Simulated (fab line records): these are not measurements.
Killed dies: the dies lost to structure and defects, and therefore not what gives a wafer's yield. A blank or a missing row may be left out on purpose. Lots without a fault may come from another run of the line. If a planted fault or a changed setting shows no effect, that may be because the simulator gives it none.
What tool caused it? / flow n5-finfet / 66 wafers sampled from 22 lots at 1 step of a route of 1938

== WHAT THE GAUGES SHOWED, per wafer ==
N5_WELL_APT_OVL_MEAS_26.
lot=L074; measured=day 1 15:02; on=overlay-01; PWELL_OVL (nm)=1 -4 4
lot=L075; measured=day 1 21:07; on=overlay-02; PWELL_OVL (nm)=2 4 2
lot=L076; measured=day 2 02:58; on=overlay-01; PWELL_OVL (nm)=9 10 5
lot=L077; measured=day 2 09:04; on=overlay-01; PWELL_OVL (nm)=13 18 11
lot=L078; measured=day 2 15:40; on=overlay-01; PWELL_OVL (nm)=-4 8 11
lot=L079; measured=day 2 22:02; on=overlay-02; PWELL_OVL (nm)=9 18 9
lot=L080; measured=day 3 02:54; on=overlay-02; PWELL_OVL (nm)=4 0 -4
lot=L081; measured=day 3 09:08; on=overlay-01; PWELL_OVL (nm)=3 1 7
lot=L082; measured=day 3 15:10; on=overlay-02; PWELL_OVL (nm)=6 9 9
lot=L083; measured=day 3 20:51; on=overlay-02; PWELL_OVL (nm)=3 8 6
lot=L084; measured=day 4 03:05; on=overlay-02; PWELL_OVL (nm)=4 6 4
lot=L085; measured=day 4 08:50; on=overlay-01; PWELL_OVL (nm)=7 9 14
lot=L086; measured=day 4 15:11; on=overlay-01; PWELL_OVL (nm)=2 5 9
lot=L087; measured=day 4 21:23; on=overlay-02; PWELL_OVL (nm)=1 6 -3
lot=L089; measured=day 5 09:23; on=overlay-02; PWELL_OVL (nm)=2 -1 1
lot=L090; measured=day 5 14:44; on=overlay-01; PWELL_OVL (nm)=-5 -1 1
lot=L091; measured=day 5 21:13; on=overlay-02; PWELL_OVL (nm)=10 0 3
lot=L092; measured=day 6 03:41; on=overlay-02; PWELL_OVL (nm)=1 3 1
lot=L094; measured=day 6 16:19; on=overlay-02; PWELL_OVL (nm)=8 9 16
lot=L095; measured=day 6 21:05; on=overlay-02; PWELL_OVL (nm)=-2 9 2
lot=L096; measured=day 7 03:28; on=overlay-02; PWELL_OVL (nm)=5 6 2
lot=L097; measured=day 7 09:02; on=overlay-01; PWELL_OVL (nm)=9 3 7

== WHAT TOOL EACH LOT RAN ON (gives the tool, then ch and the chambers of the sampled wafers, and finally the start) ==
Record: no process step prior to these readings.

== AS READ BY THE TOOLS THEMSELVES (means over the sampled wafers that have a number; for cases with no such wafer, the mark the record gives instead) ==
The record holds no such reading with a usual standard deviation.

== THE ANSWER, worked out from the rows above alone ==
Rule: the usual values come from the lots themselves. Put in order of their means at a reading, lots are off if they are a third of the lots or fewer, leave a main group of 4 or more, and stand apart from it by a gap of 3 or more times the standard deviation of the main group's means; of several such gaps the widest counts. The tables above print the reading to a certain number of digits; a main group whose means all agree to those digits is not used. A lot without any number at a reading at which 4 lots or more have one is off too. All remaining lots with rows at the step are treated as sound. First the gauges in route order, then the tools' own readings, where a lot's mean is used as printed above. At the first step where some lot is off, the reading lying furthest off is the one used; lots without a number count as furthest.
None of the lots is off at any reading shown; this tells nothing.

== WHAT THE SIMULATOR HAD INSERTED ==
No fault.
